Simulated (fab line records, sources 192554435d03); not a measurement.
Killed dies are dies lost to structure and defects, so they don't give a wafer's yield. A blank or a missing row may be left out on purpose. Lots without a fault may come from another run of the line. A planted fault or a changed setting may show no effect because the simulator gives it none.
A struck lot beside a sound one | flow n5_finfet | 15 steps out of a route of 1938
Sound: wafers L239.1, L239.3, L239.5. Struck: wafer L245.4. (L245.6 of the same lot was not struck and is left out.) The cause comes at the end.
At each step with rows: each side's tool, then ch and its chambers, then its first start. Under that, the readings that differ: sound wafers | struck wafers | difference of the means | sigmas: that difference in standard deviations of wafers without a fault.
alike: readings whose means differ by less than 2 such deviations, and words and numbers that are the same on both sides. not compared: withheld readings, readings that some wafer has no value for, bounds like >300 that may hide the same value, and numbers for which the record gives no deviation and whose values overlap.
The two part at a step that has a row with sigmas, a row that says differs or no value, or rows on one side only. Numbers that don't overlap but have no deviation are shown without sigmas and don't part them. A reading that every wafer of one side lacks parts them only if that side has two wafers or more.

N5_BEOL_M1_INSPECT_30: inspects for defects (brightfield).
  sound on defect_inspect-01, day 8 16:35; struck on defect_inspect-02, day 10 05:25
  alike: raw_defect_count
then, 1 step without rows for these wafers: N5_BEOL_M1_DESCUM_33 (chemistry O2, time 7 s).
N5_BEOL_M1_ETCH_77: etches underlayer in N2/H2, target depth 6.5 nm, time 5.2 s.
  sound on rie_diel-01 ch 0,3, day 8 16:56; struck on rie_diel-02 ch 0, day 10 05:28
  alike: drypump_motor_current_A, etch_rf_on_time_s, oes_product_au, rf_vpp_V, showerhead_plenum_p_Torr, throttle_valve_pct
  not compared: rf_hours_counter_h
then, 1 step without rows for these wafers: N5_BEOL_M1_ETCH_69 (etches SiARC in CF4, target depth 15.6 nm, time 26 s).
N5_BEOL_M1_ALD_98: deposits SiO2, target thk 2.5 nm, pulse time 1 s, co reactant pulse time 1 s.
  sound on ald_sin-02 ch 1,2,3, day 8 17:02; struck on ald_sin-01 ch 0, day 10 05:42
  reading                    | sound             | struck | difference | sigmas
  precursor_pulse_height_rel | 0.951 0.992 0.997 | 1.021  | +0.041     | +2
  alike: heater_power_w
then, 1 step without rows for these wafers: N5_BEOL_M1_ETCHBACK_99 (etches SiO2 in CHF3, target depth 5 nm, time 10.4 s).
N5_BEOL_M1_ETCH_70: etches SOC in N2/H2, target depth 80 nm, overetch 16 nm, time 120 s.
  sound on rie_diel-02 ch 0,1,3, day 8 17:38; struck on rie_diel-02 ch 2, day 10 08:42
  reading                         | sound             | struck | difference | sigmas
  oes_product_au (a.u.)           | 0.66 0.57 0.57    | 0.76   | +0.16      | +2
  rf_vpp_V (V)                    | 525.9 521.4 521.3 | 528.6  | +5.7       | +2
  showerhead_plenum_p_Torr (Torr) | 2.58 2.41 2.43    | 2.72   | +0.25      | +3
  alike: drypump_motor_current_A, run_length_s, throttle_valve_pct
  not compared: rf_hours_counter_h
then, 4 steps without rows for these wafers: N5_BEOL_M1_STRIP_71 (strips in N2/H2); N5_BEOL_M1_STRIP_78 (strips in N2/H2); N5_BEOL_M1_VIA_ETCH_34 (etches the open film in C4F6/O2, target depth 67.8 nm, time 64.4 s); N5_BEOL_M1_STRIP_83 (strips in C4F6/O2).
N5_BEOL_M1_STRIP_36: strips in N2/H2.
  sound on rie_diel-02 ch 0,1,3, day 8 17:47; struck on rie_diel-02 ch 2, day 10 08:52
  reading                         | sound          | struck | difference | sigmas
  oes_product_au (a.u.)           | 0.89 0.74 0.74 | 1.04   | +0.25      | +3
  showerhead_plenum_p_Torr (Torr) | 2.58 2.41 2.43 | 2.72   | +0.25      | +3
  alike: drypump_motor_current_A, rf_vpp_V, throttle_valve_pct
  not compared: rf_hours_counter_h
N5_BEOL_M1_TRENCH_ETCH_37: etches SiOC in C4F6/O2, target depth 55.207 nm, time 29 s.
  sound on rie_diel-02 ch 0,1,3, day 8 17:50; struck on rie_diel-02 ch 2, day 10 08:54
  reading                             | sound             | struck | difference | sigmas
  oes_product_au (a.u.)               | 0.87 0.74 0.75    | 1.06   | +0.27      | +3
  run_length_s (s)                    | 52.1 52.3 52.2    | 50.0   | -2.2       | -5
  showerhead_plenum_p_Torr (Torr)     | 2.90 2.74 2.71    | 3.01   | +0.23      | +2
  model.BEOL_M1.feature_depth_nm (nm) | 56.2 54.4 54.6    | 57     | +2         |
  model.etch.depth_nm (nm)            | 56.28 54.42 54.64 | 56.91  | +1.80      |
  alike: drypump_motor_current_A, rf_vpp_V, throttle_valve_pct
  not compared: rf_hours_counter_h
N5_BEOL_M1_ETCH_41: etches SiCN in CH3F/O2, target depth 31.9 nm, time 57.8 s.
  sound on rie_diel-02 ch 0,1,3; struck on rie_diel-02 ch 2
  reading                         | sound             | struck | difference | sigmas
  oes_product_au (a.u.)           | 0.88 0.73 0.74    | 1.06   | +0.28      | +3
  rf_vpp_V (V)                    | 298.4 294.8 294.1 | 300.8  | +5.0       | +3
  showerhead_plenum_p_Torr (Torr) | 2.04 1.92 1.90    | 2.12   | +0.17      | +2
  alike: drypump_motor_current_A, run_length_s, throttle_valve_pct
  not compared: rf_hours_counter_h
-- the record jumps here: 2 days lie between the struck wafers' starts before and after (it left off in module BEOL_M1 and takes up again in module BEOL_M4, whose first step shown is number 1111 of the route) --
N5_BEOL_M4_RC_MEAS_101:
  sound on prober-02 ch 0, day 10 22:46; struck on prober-02 ch 0, day 12 20:25
  alike: DIBL_N, DIBL_P, IOFF_N, IOFF_P, ION_N, ION_P, SS_N, SS_P, VT_N, VT_P

WHERE THEY PART
First at N5_BEOL_M1_ALD_98; last, within this record, at N5_BEOL_M1_ETCH_41. Later steps at which nothing parts them and some readings are alike: N5_BEOL_M4_RC_MEAS_101.

WHY: what the simulator had put in
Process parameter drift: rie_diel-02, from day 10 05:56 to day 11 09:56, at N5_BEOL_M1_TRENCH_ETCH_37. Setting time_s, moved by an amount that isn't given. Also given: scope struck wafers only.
